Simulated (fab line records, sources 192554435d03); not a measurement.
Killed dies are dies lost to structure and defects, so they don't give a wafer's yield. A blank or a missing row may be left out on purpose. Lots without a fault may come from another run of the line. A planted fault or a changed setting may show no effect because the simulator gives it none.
Chamber matching | flow n5_finfet | N5_BEOL_M6_ILD_DEP_00 on pecvd-04: 3 sister chambers
The step deposits SiCOH lowk from DEMS/porogen, target thk 179.75 nm, time 33.4 s. 6 wafers are shown with their chamber, then 8 later ones without.

WAFERS WITH THEIR CHAMBER
wafer  | chamber | throttle_valve_pct (%) | showerhead_plenum_p_Torr (Torr)
L086.4 | 0       | 13.9                   | 5.734
L076.4 | 2       | 14.1                   | 5.765
L090.2 | 1       | 15.7                   | 5.760
L090.4 | 2       | 14.0                   | 5.758
L090.6 | 1       | 15.6                   | 5.755
L088.2 | 0       | 13.9                   | 5.726

WAFERS WITHOUT THEIR CHAMBER
wafer  | throttle_valve_pct (%) | showerhead_plenum_p_Torr (Torr)
L088.3 | 15.7                   | 5.765
L088.6 | 15.6                   | 5.749
L094.1 | 15.7                   | 5.752
L094.3 | 15.6                   | 5.754
L094.4 | 14.1                   | 5.724
L097.1 | 13.6                   | 5.744
L097.5 | 13.8                   | 5.752
L097.6 | 15.4                   | 5.756

WHICH CHAMBER EACH WENT THROUGH
wafer  | from the rows above     | in truth
L088.3 | 1                       | 1
L088.6 | 1                       | 1
L094.1 | 1                       | 1
L094.3 | 1                       | 1
L094.4 | 0                       | 0
L097.1 | 0                       | 0
L097.5 | can't be placed: 2 or 0 | 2
L097.6 | 1                       | 1
Placed correctly: 7 of 8. Can't be placed from these rows: 1 (the true chamber is among the candidates in 1). Placed wrongly: 0.
How it was worked out, from the rows above alone: a wafer's distance from a chamber is the root of the sum, over the readings, of the square of ((its reading less the chamber's mean) divided by the reading's scatter). The wafer belongs to the nearest chamber; if the next one is less than 2 further off, it can't be placed. A chamber's mean is the mean of its shown wafers. The scatter: the root of (the sum of the squares of (reading less its chamber's mean) over the shown wafers, divided by (wafers less chambers)).
